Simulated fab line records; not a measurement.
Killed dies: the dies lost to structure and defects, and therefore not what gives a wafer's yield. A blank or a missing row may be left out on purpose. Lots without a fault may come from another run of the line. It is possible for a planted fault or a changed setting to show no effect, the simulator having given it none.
Chamber matching    flow nand-harc    NHARC_P_BONDPAD_ETCH_37 on rie-diel-08 has 4 sister chambers
The step etches the open film in N2/H2, target depth 60 nm, overetch 18 nm, time 65.91 s. 14 wafers are shown with their chamber, then 7 later ones without.

## EACH WAFER AND ITS CHAMBER
wafer   chamber  rf-vpp-V (V)  oes-product-au (a.u.)  rf-fwd-power-W (W)
L284.1  0        432           1.005                  398.6
L284.3  1        434           1.009                  396.9
L284.5  3        426           0.987                  399.0
L285.2  3        427           1.002                  397.1
L285.3  2        426           1.006                  394.4
L285.5  2        427           1.004                  394.7
L286.2  2        426           0.999                  396.8
L286.3  0        434           1.003                  398.7
L286.5  1        435           1.004                  396.5
L289.1  3        427           0.999                  398.2
L289.2  0        434           1.006                  395.7
L289.5  3        429           0.991                  398.5
L290.2  0        433           0.998                  396.8
L290.3  3        425           0.987                  397.2

SIGNATURES (averages over the wafers above)
reading         chamber 0  chamber 1  chamber 2  chamber 3  scatter within a chamber
rf-vpp-V        433.25     434.50     426.33     426.80     1.13
oes-product-au  1.00300    1.00650    1.00300    0.99320    0.00519
rf-fwd-power-W  397.450    396.700    395.300    398.000    1.12
Rule: distance of a wafer from a chamber = root of the sum over the readings of ((wafer's reading minus chamber's mean) / reading's scatter) squared. If the next closest chamber is less than 2 further off than the closest, the wafer can't be placed; otherwise it belongs to the closest. How the scatter is found: for the shown wafers, subtract from each reading the mean of its chamber, square and add these, divide the total by (wafers less chambers), then take the root.

## WAFERS WITH NO CHAMBER GIVEN
wafer   rf-vpp-V (V)  oes-product-au (a.u.)  rf-fwd-power-W (W)
L290.4  436           1.008                  397.8
L299.2  426           1.002                  397.9
L299.3  434           1.009                  397.2
L299.6  435           1.003                  396.6
L304.2  433           0.999                  396.4
L304.3  434           1.019                  398.9
L304.4  429           0.998                  398.7

## CHAMBER TAKEN BY EACH
wafer   from the rows above           in truth
L290.4  can't be placed: 1 or 0       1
L299.2  can't be placed: 3 or 2       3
L299.3  can't be placed: 1 or 0       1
L299.6  can't be placed: 1 or 0       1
L304.2  can't be placed: 0 or 1       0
L304.3  can't be placed: 1 or 0       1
L304.4  can't be placed: 3 or 2 or 0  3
0 of 7 placed correctly. Cannot be placed on the basis of these rows: 7; the candidates contain the true chamber in 7. Placed wrongly: 0.
